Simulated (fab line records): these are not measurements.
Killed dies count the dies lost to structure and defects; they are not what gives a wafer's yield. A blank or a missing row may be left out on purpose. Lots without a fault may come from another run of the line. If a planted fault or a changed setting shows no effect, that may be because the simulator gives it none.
fab line records	flow nand-harc
record lots=13	wafers=39	last-day=25
route steps=1159 shown A_ZERO_WELL@401 A_ONON_D1@424 END@1159
lots with no fault: from the same line, run without faults
start-h: the number of hours between the record's first day and the start of the first shown wafer of the lot	wait-h: hours elapsed since this lot's preceding step	" same as the row above	L1.1+2: a single row standing in for several wafers	- no value present, or no start provided	* or withheld: withheld	< > ~ a bound
route shown NAME@n: NAME is a module with steps in the file, n the number in the route of the first one	usual: mean/standard deviation of fault-free wafers	same: alike in all rows	chamber/n: place in a boat	sites: the reading at each site	_std_site: how widely they spread, as a standard deviation	_edge_site: outer sites' mean less inner sites'	radius-mm: how far each site lies from the wafer's centre	mask NAME#n: copy n	behind: the last tool/chamber to shape the wafer	hold: what put the lot on hold/how long, in hours/how the hold closed	device: the transistor (n, p or np) that didn't switch	end of line: the tests these same wafers got at the end of their route	a step without rows: its recipe alone	killed: not the wafer's yield, but the dies lost to structure and defects at the first sort	map: a wafer's dies, marking killed ones x, the rest . and places with no die _
set.NAME: setting as actually run; set.NAME@STEP: the setting as run at that earlier step	model.NAME: the simulator's own value behind a step, which no gauge read
steps of the route over a sample of lots; a table a step, a row a wafer
services: the hour from which a tool's chamber was out of use, counted from the record's first day as start-h (under 0 if before that day), plus the number of hours and why
## steps
# step NHARC_A_ZERO_WELL_CD_MEAS_10
# recipe target-cd-nm=2000	landing-energy-ev=500
# usual cd-nm=1998.7/1.7
lot.wafer	tool	chamber	start-h	wait-h	cd-nm
L677.2	cd-sem-01	0	136.51	-	1998.7
L677.3	"	0	"	"	1998.0
L677.6	"	0	"	"	1999.5
L676.1	cd-sem-02	0	136.79	-	1998.2
L676.3	"	0	"	"	1999.8
L676.6	"	0	"	"	1998.0
L678.1	cd-sem-02	0	146.93	-	1999.1
L678.4	"	0	"	"	1999.0
L678.5	"	0	"	"	1998.5
L680.1	cd-sem-01	0	157.37	-	1998.0
L680.4	"	0	"	"	1999.7
L680.6	"	0	"	"	2000.1
L681.1	cd-sem-01	0	163.68	-	1996.8
L681.4	"	0	"	"	1995.7
L681.6	"	0	"	"	1998.6
L682.2	cd-sem-01	0	169.82	-	1998.9
L682.4	"	0	"	"	2000.9
L682.6	"	0	"	"	1997.2
L683.1	cd-sem-02	0	173.34	-	1998.0
L683.3	"	0	"	"	1998.8
L683.4	"	0	"	"	2000.9
L685.1	cd-sem-02	0	187.18	-	1999.4
L685.3	"	0	"	"	1996.4
L685.6	"	0	"	"	1996.9
L686.3	cd-sem-02	0	203.50	-	2000.7
L686.5	"	0	"	"	1999.7
L686.6	"	0	"	"	1998.9
L689.1	cd-sem-03	0	206.42	-	1998.0
L689.2	"	0	"	"	1997.2
L689.6	"	0	"	"	1997.6
L687.3	cd-sem-03	0	208.25	-	1996.7
L687.4	"	0	"	"	1995.8
L687.5	"	0	"	"	1997.1
L694.1	cd-sem-02	0	240.92	-	2002.0
L694.5	"	0	"	"	2000.9
L694.6	"	0	"	"	2001.2
L697.1	cd-sem-02	0	253.39	-	1998.4
L697.2	"	0	"	"	1997.0
L697.6	"	0	"	"	1997.5
# step NHARC_A_ZERO_WELL_ETCH_13
# recipe target-depth-a=1200	time-s=40.1	hbr-flow-sccm=150	cl2-flow-sccm=50	rf-w=400	icp-w=400	bias-w=100	chemistry=HBr/Cl2
# usual drypump-motor-current-A=5.7/0.45	oes-product-au=0.997/0.011	throttle-valve-pct=26.407/0.0087
lot.wafer	tool	chamber	start-h	wait-h	drypump-motor-current-A	oes-product-au	rf-hours-counter-h	throttle-valve-pct
L677.3	rie-si-01	0	136.88	-	5.9	1.021	0.0	26.408
L677.2	"	2	"	"	5.2	1.007	0.0	26.429
L677.6	"	0	"	"	5.9	1.019	-	26.418
L676.3	rie-si-05	2	137.16	-	5.2	1.005	0.5	26.394
L676.1	"	3	"	"	6.7	0.991	0.4	26.397
L676.6	"	2	"	"	5.2	1.010	-	26.415
L678.1	rie-si-05	3	147.28	-	6.7	0.994	0.5	26.405
L678.4	"	1	"	"	5.5	0.997	0.8	26.417
L678.5	"	3	"	"	6.7	1.000	-	26.414
L680.1	rie-si-02	2	157.75	-	6.1	0.981	0.8	26.417
L680.4	"	0	"	"	5.8	0.986	0.7	26.408
L680.6	"	1	"	"	6.1	0.978	-	26.408
L681.1	rie-si-02	0	164.07	-	5.8	0.985	0.7	26.397
L681.4	"	1	"	"	6.1	0.993	0.8	26.391
L681.6	"	2	"	"	6.1	0.996	-	26.413
L682.2	rie-si-01	1	170.18	-	5.1	0.993	0.3	26.416
L682.4	"	3	"	"	5.5	1.002	0.3	26.410
L682.6	"	1	"	"	5.1	0.998	-	26.408
L683.4	rie-si-05	0	173.71	-	5.6	0.993	0.9	26.401
L683.3	"	1	"	"	5.5	1.007	1.0	26.405
L683.1	"	2	"	"	5.2	1.004	0.8	26.402
L685.1	rie-si-02	3	187.56	-	5.6	0.998	0.9	26.401
L685.3	"	1	"	"	6.1	0.989	0.9	26.402
L685.6	"	3	"	"	5.6	0.975	-	26.401
L686.3	rie-si-02	0	203.90	-	5.8	0.986	0.9	26.413
L686.5	"	1	"	"	6.1	0.986	-	26.405
L686.6	"	2	"	"	6.1	0.982	-	26.408
L689.1	rie-si-01	0	206.81	-	5.9	1.019	0.6	26.418
L689.2	"	1	"	"	5.1	0.996	0.5	26.400
L689.6	"	3	"	"	5.5	1.016	-	26.395
L687.3	rie-si-05	0	208.62	-	5.6	0.981	1.1	26.413
L687.4	"	2	"	"	5.2	1.011	1.0	26.407
L687.5	"	3	"	"	6.7	1.014	-	26.409
L694.1	rie-si-01	3	241.32	-	5.5	0.995	0.9	26.413
L694.5	"	0	"	"	5.9	0.992	-	26.407
L694.6	"	1	"	"	5.2	0.985	-	26.417
L697.1	rie-si-02	2	253.76	-	6.1	1.003	0.3	26.409
L697.2	"	0	"	"	5.8	1.005	0.2	26.395
L697.6	"	2	"	"	6.1	0.997	-	26.406
# step NHARC_A_ZERO_WELL_RTA_16
# recipe temp-c=1000	time-s=10
# usual lamp-power-pct=29.9/1.5	wafer_temp_C_max=1004.1/1.1
lot.wafer	tool	chamber	start-h	wait-h	lamp-power-pct	wafer_temp_C_max
L677.2	rtp-anneal-02	0	137.81	-	28.2	1005.4
L677.3	"	0	"	"	28.2	1002.4
L677.6	"	0	"	"	28.2	1003.8
L676.1	rtp-anneal-01	0	138.05	-	31.1	1005.8
L676.3	"	0	"	"	31.1	1003.5
L676.6	"	0	"	"	31.1	1006.6
L678.1	rtp-anneal-02	0	148.18	-	28.2	1003.8
L678.4	"	0	"	"	28.2	1002.9
L678.5	"	0	"	"	28.2	1003.0
L680.1	rtp-anneal-01	0	158.76	-	31.2	1005.4
L680.4	"	0	"	"	31.1	1004.7
L680.6	"	0	"	"	31.1	1006.7
L681.1	rtp-anneal-01	0	164.95	-	31.1	1004.3
L681.4	"	0	"	"	31.1	1004.8
L681.6	"	0	"	"	31.1	1004.7
L682.2	rtp-anneal-01	0	171.13	-	31.1	1005.2
L682.4	"	0	"	"	31.1	1006.1
L682.6	"	0	"	"	31.1	1005.6
L683.1	rtp-anneal-02	0	174.60	-	28.2	1003.9
L683.3	"	0	"	"	28.2	1003.3
L683.4	"	0	"	"	28.1	1002.8
L685.1	rtp-anneal-01	0	188.46	-	31.2	1004.0
L685.3	"	0	"	"	31.1	1005.3
L685.6	"	0	"	"	31.1	1005.2
L686.3	rtp-anneal-02	0	205.01	-	28.1	1004.9
L686.5	"	0	"	"	28.2	1002.4
L686.6	"	0	"	"	28.1	1002.0
L689.1	rtp-anneal-01	0	207.69	-	31.1	1004.1
L689.2	"	0	"	"	31.2	1004.5
L689.6	"	0	"	"	31.1	1004.5
L687.3	rtp-anneal-01	0	209.57	-	31.1	1004.7
L687.4	"	0	"	"	31.2	1004.9
L687.5	"	0	"	"	31.1	1004.2
L694.1	rtp-anneal-01	0	242.26	-	31.1	1005.0
L694.5	"	0	"	"	31.0	1004.7
L694.6	"	0	"	"	31.1	1004.2
L697.1	rtp-anneal-02	0	254.66	-	28.1	1003.9
L697.2	"	0	"	"	28.2	1003.4
L697.6	"	0	"	"	28.2	1003.3
# step NHARC_A_ONON_D1_DEP_00
# recipe target-thk-a=10000	n2-flow-sccm=2750	n2o-flow-sccm=2000	nh3-flow-sccm=500	sih4-flow-sccm=210	temp-c=400
# usual susceptor-temp-C=399.94/0.27
lot.wafer	tool	chamber	start-h	wait-h	susceptor-temp-C
L676.1	pecvd-onon-02	0	159.45	0.1	399.69
L676.3	"	0	"	"	399.34
L676.6	"	0	"	"	399.48
L677.2	pecvd-onon-01	0	159.53	0.1	399.98
L677.3	"	0	"	"	400.01
L677.6	"	0	"	"	400.14
L678.1	pecvd-onon-02	0	170.34	0.3	399.83
L678.4	"	0	"	"	399.80
L678.5	"	0	"	"	399.88
L680.1	pecvd-onon-01	0	179.87	0.1	400.33
L680.4	"	0	"	"	400.27
L680.6	"	0	"	"	400.50
L681.1	pecvd-onon-02	0	185.59	0.1	399.81
L681.4	"	0	"	"	400.14
L681.6	"	0	"	"	399.47
L682.2	pecvd-onon-02	0	193.11	0.1	399.73
L682.4	"	0	"	"	399.57
L682.6	"	0	"	"	399.67
L683.1	pecvd-onon-02	0	197.23	0.1	399.95
L683.3	"	0	"	"	400.03
L683.4	"	0	"	"	399.78
L685.1	pecvd-onon-03	0	215.26	0.1	399.70
L685.3	"	0	"	"	399.73
L685.6	"	0	"	"	399.91
L689.1	pecvd-onon-03	0	227.46	0.1	400.25
L689.2	"	0	"	"	399.73
L689.6	"	0	"	"	400.22
L686.3	pecvd-onon-01	0	227.58	0.2	400.12
L686.5	"	0	"	"	400.10
L686.6	"	0	"	"	399.78
L687.3	pecvd-onon-02	0	227.60	0.2	399.69
L687.4	"	0	"	"	399.93
L687.5	"	0	"	"	400.00
L694.1	pecvd-onon-03	0	262.34	0.1	399.78
L694.5	"	0	"	"	399.90
L694.6	"	0	"	"	399.91
L697.1	pecvd-onon-03	0	279.30	0.1	400.34
L697.2	"	0	"	"	399.77
L697.6	"	0	"	"	400.18
# step NHARC_A_ONON_D1_THK_MEAS_02
# recipe thk-meas-gauge=ellipsometry
# usual thk-nm=1000/7.4
lot.wafer	tool	chamber	start-h	wait-h	thk-nm
L676.1	film-metro-02	-	159.96	-	998
L676.3	"	-	"	"	997
L676.6	"	-	"	"	996
L677.2	film-metro-01	-	159.98	-	987
L677.3	"	-	"	"	989
L677.6	"	-	"	"	989
L678.1	film-metro-02	-	170.85	-	999
L678.4	"	-	"	"	997
L678.5	"	-	"	"	999
L680.1	film-metro-01	-	180.39	-	1000
L680.4	"	-	"	"	1001
L680.6	"	-	"	"	1001
L681.1	film-metro-02	-	186.10	-	993
L681.4	"	-	"	"	993
L681.6	"	-	"	"	996
L682.2	film-metro-01	-	193.57	-	1011
L682.4	"	-	"	"	1009
L682.6	"	-	"	"	1010
L683.1	film-metro-02	-	197.74	-	996
L683.3	"	-	"	"	994
L683.4	"	-	"	"	995
L685.1	film-metro-01	-	215.77	-	1010
L685.3	"	-	"	"	1009
L685.6	"	-	"	"	1009
L686.3	film-metro-01	-	227.98	-	1000
L686.5	"	-	"	"	999
L686.6	"	-	"	"	997
L689.1	film-metro-02	-	227.98	-	1006
L689.2	"	-	"	"	1008
L689.6	"	-	"	"	1007
L687.3	film-metro-01	-	227.99	-	1009
L687.4	"	-	"	"	1006
L687.5	"	-	"	"	1007
L694.1	film-metro-01	-	262.87	-	708
L694.5	"	-	"	"	999
L694.6	"	-	"	"	707
L697.1	film-metro-02	-	279.81	-	704
L697.2	"	-	"	"	995
L697.6	"	-	"	"	703
# step NHARC_END_SORT_01
# recipe temp-c=25
# usual killed-at-array=26/11	killed-at-other=0.4/0.78	killed-at-periphery=3.4/2.4	killed-dies=29/11	killed-open=3.1/1.9	killed-short=1.9/1.4
# same gross-dies=677
lot.wafer	tool	chamber	start-h	wait-h	killed-at-array	killed-at-other	killed-at-periphery	killed-dies	killed-open	killed-short
L694.1	prober-01	0	591.29	2.5	674	0	3	677	2	1
L694.5	prober-01	0	594.49	3.7	13	0	0	13	3	0
L694.6	prober-01	0	595.29	4.0	675	0	2	677	2	1
L697.1	prober-02	0	602.70	2.5	676	0	1	677	3	5
L697.2	prober-02	0	603.50	2.8	51	2	3	56	2	2
L697.6	prober-02	0	606.68	4.0	676	1	0	677	1	3
# killed by level:class
L694.1 A_ONON_D1:area-dep=667 A_CHANNEL_HOLE_D1:chamber-film-flake=2 A_CONTACT:chamber-film-flake=2 P_GATE:geometric-particle:short=1 A_CONTACT:geometric-particle:open=1 A_BLC:geometric-particle:open=1 P_ZERO_WELL:chamber-film-flake=1 P_STI:chamber-film-flake=1
L694.5 A_CHANNEL_HOLE_D1:chamber-film-flake=5 A_CONTACT:chamber-film-flake=4 A_CHANNEL_FILL_D1:geometric-particle:open=1 A_WL_FILL:geometric-particle:open=1 A_M0:geometric-particle:open=1 A_SLIT:chamber-film-flake=1
L694.6 A_ONON_D1:area-dep=664 A_CHANNEL_HOLE_D1:chamber-film-flake=6 P_GATE:geometric-particle:open=1 P_CONTACT:geometric-particle:open=1 A_SGD_CUT:geometric-particle:short=1 A_ZERO_WELL:chamber-film-flake=1 A_STAIRCASE:chamber-film-flake=1 A_WL_FILL:chamber-film-flake=1
L697.1 A_ONON_D1:area-dep=641 A_CHANNEL_HOLE_D1:chamber-film-flake=13 A_SLIT:chamber-film-flake=8 A_WL_FILL:geometric-particle:short=3 A_WL_FILL:chamber-film-flake=2 A_CONTACT:chamber-film-flake=2 A_M1:chamber-film-flake=2 P_M1:geometric-particle:short=1
L697.2 A_CHANNEL_HOLE_D1:chamber-film-flake=23 A_SLIT:chamber-film-flake=18 A_CONTACT:chamber-film-flake=3 A_ZERO_WELL:chamber-film-flake=2 THIN_TSV:chamber-film-flake=2 P_CONTACT:geometric-particle:open=1 P_M0:geometric-particle:open=1 A_CHANNEL_HOLE_D1:geometric-particle:short=1
L697.6 A_ONON_D1:area-dep=650 A_CHANNEL_HOLE_D1:chamber-film-flake=11 A_CONTACT:chamber-film-flake=6 A_SLIT:chamber-film-flake=2 A_CHANNEL_FILL_D1:geometric-particle:short=1 A_WL_FILL:geometric-particle:short=1 A_CONTACT:geometric-particle:short=1 A_BLC:geometric-particle:open=1
## services
tool	chamber	start-h	hours	kind
rie-si-05	3	122.06	14.8	repair
rie-si-05	2	123.56	12.4	repair
rie-si-01	-	127.04	9.0	pm
rie-si-01	0	127.04	9.0	vent-cycle
rie-si-01	1	127.04	9.0	vent-cycle
rie-si-01	2	127.04	9.0	vent-cycle
pecvd-onon-03	-	153.11	13.0	pm
rtp-anneal-02	-	162.90	3.9	repair
pecvd-onon-01	-	195.33	13.0	pm
rie-si-05	-	196.96	0.6	repair
rie-si-02	-	211.00	9.0	pm
rie-si-02	0	211.00	9.0	vent-cycle
rie-si-02	1	211.00	9.0	vent-cycle
rie-si-02	2	211.00	9.0	vent-cycle
rie-si-02	3	211.00	9.0	vent-cycle
rie-si-02	0	220.00	-	clean
rie-si-02	1	220.00	-	clean
rie-si-02	2	220.00	-	clean
rie-si-02	3	220.00	-	clean
rie-si-01	0	232.48	2.9	repair
rie-si-05	2	235.65	12.7	repair
rie-si-05	0	237.50	2.1	repair
rie-si-05	-	239.00	9.0	pm
rie-si-02	1	276.84	10.3	repair
## key
first-sign step=NHARC_A_ONON_D1_THK_MEAS_02	reading=thk-nm	direction=down	sigmas=40	usual=1000	struck=706
effect step=NHARC_END_SORT_01	reading=killed-at-array	direction=up	sigmas=61	usual=26	struck=675
more-kills-born-at NHARC_A_ONON_D1_DEP_00@pecvd-onon-03=2622
met-at NHARC_A_ONON_D1_DEP_00
struck-lots L694,L697
struck-wafers L694.1,L694.6,L697.1,L697.6
later-rows-left-out L694.1,L694.6,L697.1,L697.6
tester-left-out L694,L697
not-acting-at NHARC_A_ZERO_WELL_CD_MEAS_10,NHARC_A_ZERO_WELL_ETCH_13,NHARC_A_ZERO_WELL_RTA_16
onset-between 227.46 262.34
fault kind=process-parameter-drift	tool=pecvd-onon-03	chamber=-	onset-h=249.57	steps=NHARC_A_ONON_D1_DEP_00	channel=target-thk-a	offset=*	shape=step	end-h=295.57	scope=struck-wafers-only	acts-in=*	stated=*
# tester-left-out: of these lots the tester's yield and bins aren't shown, on N5 and GAA mostly nor the transistor test; their killed dies are dies lost to structure and defects alone, not to doping, threshold or leakage, so they don't give the yield
# later-rows-left-out: the simulator's readings of these wafers behind a module that went badly wrong aren't trusted and aren't shown, but for the sort
